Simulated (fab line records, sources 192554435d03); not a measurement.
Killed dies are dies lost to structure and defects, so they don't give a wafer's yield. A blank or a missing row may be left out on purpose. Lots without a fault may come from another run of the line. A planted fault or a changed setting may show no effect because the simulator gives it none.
fab line records | flow n5_finfet
record lots=10 wafers=26 last_day=17
route steps=1938 shown BEOL_M11@1557
lots that met no fault: from a run of the same line without faults
start_h: hours from the record's first day to the start of the lot's first wafer shown | wait_h: hours since the lot's step before | " the same as in the row above | L1.1+2: a row that stands for several wafers | - no value, or no start given | * or withheld: withheld | < > ~ a bound
route shown NAME@n: a module of which the file shows steps, and the number in the route of the first | usual: mean/standard deviation of fault-free wafers | same: alike in all rows | chamber/n: place in a boat | sites: the reading at each site | _std_site: their standard deviation | _edge_site: outer sites' mean less inner sites' | radius_mm: how far each site lies from the wafer's centre | mask NAME#n: copy n | behind: the tool/chamber that last shaped the wafer | hold: why the lot was held/for how many hours/how that ended | device: the transistor (n, p or np) that didn't switch | end of line: the same wafers' tests at the end of the route | a step without rows: its recipe alone | killed: dies lost to structure and defects at the first sort, not the wafer's yield | map: a wafer's dies, x killed, . not, _ none there
set.NAME: the setting as run; set.NAME@STEP: as run at that earlier step | model.NAME: the simulator's own value behind a step, which no gauge read
steps of the route over a sample of lots; a table a step, a row a wafer
services: from which hour (start_h, from the record's first day; less than 0 if before it) a tool's chamber was out of use, for how many hours, and why
## steps
# step N5_BEOL_M11_HM_OPEN_17
# recipe chemistry=Cl2/BCl3 target_depth_a=200 overetch_a=60 target=TiN mask_material=SOC ion_energy_ev=150 pressure_mtorr=10 icp_w=1000 bias_w=126 Cl2_flow_sccm=53.25 bcl3_flow_sccm=21.75 Ar_flow_sccm=25
# usual chamber_pressure_mTorr=10.001/0.008 drypump_motor_current_A=5.60/0.19 mfc_cl2_sccm=53.28/0.16 oes_product_au=0.68/0.1 throttle_valve_pct=22.19/0.17
# columns lot.wafer tool chamber start_h wait_h chamber_pressure_mTorr drypump_motor_current_A mfc_cl2_sccm oes_product_au rf_hours_counter_h throttle_valve_pct
L249.1 rie_metal-01 0 233.98 0.0 10.006 5.31 53.34 0.67 39 22.08
L249.3 " 0 " " 9.998 5.32 53.62 0.66 - 22.07
L249.4 " 0 " " 10.003 5.33 53.29 0.65 - 22.10
L251.1 rie_metal-03 0 242.85 0.0 9.988 5.52 53.24 0.52 120 22.49
L251.2 " 1 " " 10.011 5.60 53.68 0.53 123 22.30
L251.4 " 1 " " 10.014 5.60 53.42 0.52 - 22.31
L252.2 rie_metal-01 0 252.87 0.0 10.009 5.36 53.40 0.66 41 22.08
L252.3 " 1 " " 10.011 5.67 53.37 0.58 - 22.07
L252.5 " 1 " " 10.005 5.69 53.36 0.59 - 22.06
L257.1 rie_metal-03 0 277.06 0.0 10.001 5.52 53.20 0.51 125 22.50
L257.4 " 0 " " 9.999 5.50 53.31 0.52 - 22.50
L260.3 rie_metal-02 1 305.97 0.1 10.000 5.66 53.22 0.82 - 21.97
L260.4 " 0 " " 10.004 5.86 53.10 0.71 - 22.32
L262.4 rie_metal-03 1 313.68 0.1 10.007 5.61 53.39 0.82 - 22.25
L262.5 " 1 " " 9.994 5.61 53.32 0.82 - 22.26
L267.1 rie_metal-02 1 332.95 0.1 9.992 5.68 53.30 0.80 4 21.98
L267.2 " 0 " " 9.997 5.86 53.20 0.71 26 22.30
L267.6 " 1 " " 9.999 5.67 53.22 0.81 - 21.96
L264.1 rie_metal-02 1 344.46 0.0 10.006 5.66 53.38 0.78 5 21.98
L264.4 " 0 " " 9.994 5.87 53.16 0.70 - 22.32
L264.5 " 0 " " 10.006 5.86 53.30 0.69 - 22.33
L268.1 rie_metal-02 1 358.00 0.0 9.998 5.67 53.38 0.78 6 21.96
L268.5 " 0 " " 10.005 5.85 53.16 0.70 - 22.31
L269.1 rie_metal-03 0 367.96 0.0 10.013 5.49 53.67 0.79 7 22.08
L269.2 " 1 " " 9.991 5.60 53.07 0.76 7 22.28
L269.6 " 0 " " 10.015 5.51 53.70 0.79 - 22.08
# step N5_BEOL_M11_TRENCH_ETCH_37
# recipe chemistry=C4F6/O2 target_depth_a=1488.3 target=SiCOH_lowk time_s=48 ion_energy_ev=250 pressure_mtorr=30 source_w=345 bias_w=185 Ar_flow_sccm=300 C4F6_flow_sccm=10 O2_flow_sccm=10
# usual chamber_pressure_mTorr=29.999/0.026 drypump_motor_current_A=5.6/0.51 oes_f_703_au=0.84/0.098 oes_product_au=0.83/0.1 rf_vpp_V=656/12 run_length_s=71.5/0.53 showerhead_plenum_p_Torr=2.84/0.1 throttle_valve_pct=20.73/0.27
# columns lot.wafer tool chamber start_h wait_h chamber_pressure_mTorr drypump_motor_current_A oes_f_703_au oes_product_au rf_hours_counter_h rf_vpp_V run_length_s showerhead_plenum_p_Torr throttle_valve_pct
L249.1 rie_diel-03 0 236.30 - 30.045 5.6 0.99 0.96 5 647 70.7 2.79 20.72
L249.3 " 3 " " 29.971 5.4 0.93 0.94 18 653 71.4 2.80 20.89
L249.4 " 1 " " 29.999 4.9 0.83 0.84 66 669 70.9 2.98 21.09
L251.1 rie_diel-05 0 244.06 - 29.997 5.5 0.85 0.86 67 662 72.2 2.88 20.43
L251.2 " 1 " " 30.026 5.8 0.97 0.97 0 672 70.5 3.04 20.57
L251.4 " 3 " " 29.984 5.0 0.96 0.94 - 646 71.7 2.79 20.24
L252.2 rie_diel-03 2 255.48 - 29.980 6.6 0.76 0.74 179 668 71.6 2.93 20.80
L252.3 " 0 " " 29.947 5.7 0.96 0.94 13 647 71.2 2.79 20.75
L252.5 " 3 " " 30.029 5.4 0.91 0.92 - 652 71.3 2.79 20.90
L257.1 rie_diel-03 2 279.37 - 30.031 6.6 0.75 0.74 185 668 74.0 2.93 20.80
L257.4 " 0 " " 30.009 5.7 0.95 0.92 18 648 73.4 2.78 20.76
L260.3 rie_diel-03 3 307.08 - 30.005 5.4 0.89 0.89 37 651 71.4 2.79 20.92
L260.4 " 1 " " 29.981 4.9 0.82 0.82 82 670 73.0 2.97 21.11
L262.4 rie_diel-03 3 314.74 - 29.969 5.5 0.89 0.90 39 652 73.7 2.79 20.94
L262.5 " 1 " " 29.987 4.9 0.81 0.82 - 670 70.8 2.97 21.12
L267.1 rie_diel-04 2 336.45 - 29.994 6.3 1.01 0.97 11 641 72.0 2.78 20.87
L267.2 " 0 " " 30.033 5.1 1.00 1.02 0 671 72.0 3.02 20.44
L267.6 " 0 " " 29.976 5.1 0.99 1.02 - 671 72.0 3.02 20.44
L264.1 rie_diel-05 2 345.89 - 29.999 5.7 0.93 0.92 22 662 71.3 2.90 20.33
L264.4 " 0 " " 29.991 5.6 0.81 0.82 98 664 72.3 2.87 20.47
L264.5 " 3 " " 29.999 5.0 0.91 0.88 - 644 71.7 2.77 20.27
L268.1 rie_diel-05 1 359.97 - 30.020 5.8 0.85 0.88 34 670 70.6 3.02 20.63
L268.5 " 1 " " 30.007 5.8 0.86 0.89 - 672 70.6 3.02 20.61
L269.1 rie_diel-05 1 370.15 - 29.977 5.8 0.85 0.89 37 670 70.3 3.02 20.62
L269.2 " 2 " " 30.001 5.7 0.92 0.90 29 664 71.2 2.90 20.35
L269.6 " 1 " " 30.019 5.8 0.86 0.88 - 671 70.5 3.02 20.63
# step N5_BEOL_M11_OCD_MEAS_38
# usual trench_depth_nm=149/3.2
# columns lot.wafer tool chamber start_h wait_h trench_depth_nm
L249.1 ocd-01 - 236.50 - 153
L249.3 " - " " 155
L249.4 " - " " 150
L251.1 ocd-02 - 244.24 - 148
L251.2 " - " " 143
L251.4 " - " " 151
L252.2 ocd-02 - 255.66 - 149
L252.3 " - " " 152
L252.5 " - " " 154
L257.1 ocd-02 - 279.56 - 154
L257.4 " - " " 159
L260.3 ocd-02 - 307.26 - 154
L260.4 " - " " 157
L262.4 ocd-02 - 314.93 - 163
L262.5 " - " " 152
L267.1 ocd-02 - 336.63 - 154
L267.2 " - " " 154
L267.6 " - " " 156
L264.1 ocd-01 - 346.07 - 150
L264.4 " - " " 148
L264.5 " - " " 150
L268.1 ocd-02 - 360.15 - 145
L268.5 " - " " 146
L269.1 ocd-01 - 370.33 - 148
L269.2 " - " " 147
L269.6 " - " " 147
# step N5_BEOL_M11_PRE_CLEAN_45
# recipe gas=H2/He time_s=30 temp_c=250
# usual heater_power_w=330/27
# same time_s=30
# columns lot.wafer tool chamber start_h wait_h heater_power_w
L249.1 pvd_sputter-03 - 237.08 0.0 345
L249.3 " - " " 317
L249.4 " - " " 256
L251.1 pvd_sputter-02 - 244.86 0.0 354
L251.2 " - " " 335
L251.4 " - " " 322
L252.2 pvd_sputter-01 - 256.90 0.0 283
L252.3 " - " " 357
L252.5 " - " " 344
L257.1 pvd_sputter-03 - 280.17 0.0 261
L257.4 " - " " 325
L260.3 pvd_sputter-02 - 307.91 0.0 324
L260.4 " - " " 324
L262.4 pvd_sputter-02 - 316.89 0.0 324
L262.5 " - " " 324
L267.1 pvd_sputter-02 - 337.69 0.0 332
L267.2 " - " " 323
L267.6 " - " " 357
L264.1 pvd_sputter-01 - 347.14 0.0 354
L264.4 " - " " 289
L264.5 " - " " 352
L268.1 pvd_sputter-02 - 360.92 0.0 310
L268.5 " - " " 323
L269.1 pvd_sputter-02 - 371.32 0.0 325
L269.2 " - " " 356
L269.6 " - " " 313
# step N5_BEOL_M11_ALD_74
# recipe material=TaN target_thk_a=20 temp_c=275 ald_precursor_family=PDMAT ald_co_reactant=NH3 pressure_torr=3 carrier_flow_sccm=1500 pulse_time_s=2 purge_time_s=3 co_reactant_purge_time_s=2 co_reactant_pulse_time_s=3 ald_cycles=40 precursor_vessel_temp_c=75 precursor_vessel_pressure_torr=26.25 precursor_vessel_carrier_sccm=1000
# usual heater_power_w=433/41
# same ald_cycles=40 co_reactant_pulse_time_s=3 purge_time_s=3
# columns lot.wafer tool chamber start_h wait_h heater_power_w
L249.1 ald_metal-04 2 237.16 0.1 515
L249.3 " 3 " " 400
L249.4 " 2 " " 515
L251.1 ald_metal-04 1 245.00 0.1 364
L251.2 " 2 " " 508
L251.4 " 1 " " 366
L252.2 ald_metal-01 0 257.19 0.3 404
L252.3 " 2 " " 461
L252.5 " 1 " " 386
L257.1 ald_metal-02 3 280.23 0.0 428
L257.4 " 2 " " 446
L260.3 ald_metal-02 1 307.97 0.0 446
L260.4 " 0 " " 435
L262.4 ald_metal-02 1 316.97 0.1 455
L262.5 " 2 " " 448
L267.1 ald_metal-04 2 337.75 0.0 515
L267.2 " 1 " " 374
L267.6 " 3 " " 404
L264.1 ald_metal-01 3 347.29 0.1 419
L264.4 " 1 " " 379
L264.5 " 0 " " 398
L268.1 ald_metal-01 3 360.98 0.0 429
L268.5 " 0 " " 401
L269.1 ald_metal-04 1 371.39 0.0 368
L269.2 " 2 " " 514
L269.6 " 2 " " 524
# step N5_BEOL_M11_THK_MEAS_53
# recipe thk_meas_gauge=xrf reads=Cu_of_BEOL_M11_ECD_50
# usual M11_THK=136/3.2
# columns lot.wafer tool chamber start_h wait_h M11_THK[nm]
L249.1 film_metro-01 - 238.69 0.2 139
L249.3 " - " " 141
L249.4 " - " " 137
L251.1 film_metro-01 - 247.24 - 136
L251.2 " - " " 129
L251.4 " - " " 136
L252.2 film_metro-01 - 259.30 - 134
L252.3 " - " " 138
L252.5 " - " " 141
L257.1 film_metro-02 - 281.63 - 143
L257.4 " - " " 144
L260.3 film_metro-02 - 309.77 - 140
L260.4 " - " " 142
L262.4 film_metro-01 - 318.42 - 150
L262.5 " - " " 140
L267.1 film_metro-02 - 339.24 - 141
L267.2 " - " " 141
L267.6 " - " " 140
L264.1 film_metro-02 - 348.74 - 137
L264.4 " - " " 135
L264.5 " - " " 138
L268.1 film_metro-01 - 362.53 - 132
L268.5 " - " " 133
L269.1 film_metro-02 - 372.98 - 134
L269.2 " - " " 131
L269.6 " - " " 132
## services
# columns tool chamber start_h hours kind
rie_diel-05 1 212.43 - clean
rie_diel-05 1 212.43 - consumable_replace:focus_ring
rie_diel-05 1 212.43 - consumable_replace:showerhead
rie_diel-05 1 212.43 30.8 scheduled_down
rie_diel-05 1 212.43 30.8 vent_cycle
rie_diel-05 2 243.42 - clean
rie_diel-05 2 243.42 - consumable_replace:focus_ring
rie_diel-05 2 243.42 18.1 scheduled_down
rie_diel-05 2 243.42 18.1 vent_cycle
rie_metal-02 1 261.93 - clean
ald_metal-02 - 268.64 1.9 repair
ald_metal-04 - 285.36 1.2 repair
ald_metal-04 2 290.58 8.0 repair
ald_metal-02 1 290.69 7.6 repair
ald_metal-04 3 317.43 - calibration
pvd_sputter-03 - 328.74 2.3 repair
rie_diel-03 1 342.20 1.8 repair
ald_metal-04 3 343.97 1.9 repair
ald_metal-02 - 357.39 1.0 repair
rie_diel-04 1 359.38 18.2 repair
pvd_sputter-01 - 359.72 0.6 repair
ald_metal-02 - 360.50 28.1 pm
rie_diel-05 3 367.83 2.5 repair
rie_diel-03 3 370.70 7.7 repair
## key
first_sign step=N5_BEOL_M11_TRENCH_ETCH_37 reading=run_length_s direction=up sigmas=3.9 usual=* struck=*
effect step=N5_BEOL_M11_OCD_MEAS_38 reading=trench_depth_nm direction=up sigmas=2.8 usual=149 struck=158
effect step=N5_BEOL_M11_THK_MEAS_53 reading=M11_THK direction=up sigmas=2.7 usual=136 struck=145
met_at N5_BEOL_M11_TRENCH_ETCH_37
struck_lots L257,L260,L262
struck_wafers L257.1,L257.4,L260.4,L262.4
not_acting_at N5_BEOL_M11_HM_OPEN_17,N5_BEOL_M11_PRE_CLEAN_45,N5_BEOL_M11_ALD_74
onset_between 255.48 279.37
fault kind=process_parameter_drift tool=rie_diel-03 chamber=- onset_h=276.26 steps=N5_BEOL_M11_TRENCH_ETCH_37 channel=time_s offset=* shape=step end_h=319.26 scope=struck_wafers_only acts_in=* stated=*
